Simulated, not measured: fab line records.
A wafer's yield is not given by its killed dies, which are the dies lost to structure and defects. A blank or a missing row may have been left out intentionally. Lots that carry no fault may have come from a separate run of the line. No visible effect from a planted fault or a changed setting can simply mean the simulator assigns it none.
Matching of chambers + flow n5_finfet + 4 sister chambers for N5_BEOL_M6_ETCH_61 on rie_diel-06
The step etches SiARC in CF4, target depth 45.5 nm, time 75.8 s. 4 wafers are shown with their chamber, then 8 later ones without.

## EACH WAFER AND ITS CHAMBER
| wafer  | chamber | drypump_motor_current_A (A) |
|--------|---------|-----------------------------|
| L078.6 | 1       | 4.9                         |
| L081.3 | 2       | 5.4                         |
| L089.6 | 3       | 6.7                         |
| L090.1 | 0       | 5.2                         |

## WAFERS MISSING THEIR CHAMBER
| wafer  | drypump_motor_current_A (A) |
|--------|-----------------------------|
| L090.2 | 6.7                         |
| L090.3 | 4.8                         |
| L095.2 | 5.3                         |
| L095.3 | 6.7                         |
| L095.5 | 5.2                         |
| L094.1 | 5.2                         |
| L094.2 | 6.7                         |
| L094.5 | 6.7                         |

## EACH ONE'S CHAMBER
| wafer  | from the rows above     | in truth |
|--------|-------------------------|----------|
| L090.2 | 3                       | 3        |
| L090.3 | 1                       | 1        |
| L095.2 | can't be placed: 0 or 2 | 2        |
| L095.3 | 3                       | 3        |
| L095.5 | 0                       | 0        |
| L094.1 | 0                       | 0        |
| L094.2 | 3                       | 3        |
| L094.5 | 3                       | 3        |
Correctly placed: 7 of 8. Cannot be placed on the basis of these rows: 1; the candidates contain the true chamber in 1. Wrongly placed: 0.
How it was worked out, from the rows above alone: a wafer's distance from a chamber is the root of the sum, over the readings, of the square of ((its reading less the chamber's mean) divided by the reading's scatter). If the next closest chamber is less than 2 further off than the closest, the wafer can't be placed; otherwise it belongs to the closest. For every chamber, the mean is computed from those of its wafers that are shown. The scatter: root of mean squared gap, hidden wafer to nearest shown wafer, with one shown wafer a chamber.
